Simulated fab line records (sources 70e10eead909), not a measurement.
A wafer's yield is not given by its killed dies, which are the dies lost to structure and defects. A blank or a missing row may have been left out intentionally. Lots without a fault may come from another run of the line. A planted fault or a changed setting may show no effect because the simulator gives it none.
Matching of chambers | flow nand harc | 4 sister chambers for NHARC_A_STAIRCASE_TRIM_196 on rie diel-03
The step chemistry O2, time 211.2 s. 4 wafers are shown with their chamber, then 8 later ones without.

## EACH WAFER AND ITS CHAMBER
wafer  | chamber | showerhead plenum p Torr (Torr)
L089.6 | 1       | 3.42
L091.1 | 3       | 3.65
L091.5 | 2       | 3.29
L090.1 | 0       | 3.40

## WAFERS WHOSE CHAMBER IS MISSING
wafer  | showerhead plenum p Torr (Torr)
L090.2 | 3.42
L090.4 | 3.29
L093.2 | 3.65
L093.3 | 3.40
L093.5 | 3.40
L095.1 | 3.29
L095.4 | 3.64
L095.6 | 3.29

## WHICH CHAMBER EACH WENT THROUGH
wafer  | from the rows above | in truth
L090.2 | 1                   | 1
L090.4 | 2                   | 2
L093.2 | 3                   | 3
L093.3 | 0                   | 0
L093.5 | 0                   | 0
L095.1 | 2                   | 2
L095.4 | 3                   | 3
L095.6 | 2                   | 2
8 of 8 placed correctly. From these rows, 0 cannot be placed. Wrongly placed: 0.
How it was worked out, from the rows above alone: a wafer's distance from a chamber is the root of the sum, over the readings, of the square of ((its reading less the chamber's mean) divided by the reading's scatter). If the next closest chamber is less than 2 further off than the closest, the wafer can't be placed; otherwise it belongs to the closest. The mean given for a chamber averages the wafers shown for that chamber. The scatter (one wafer shown for each chamber): square how far every hidden wafer sits from the nearest shown wafer, average those squares and take the square root.
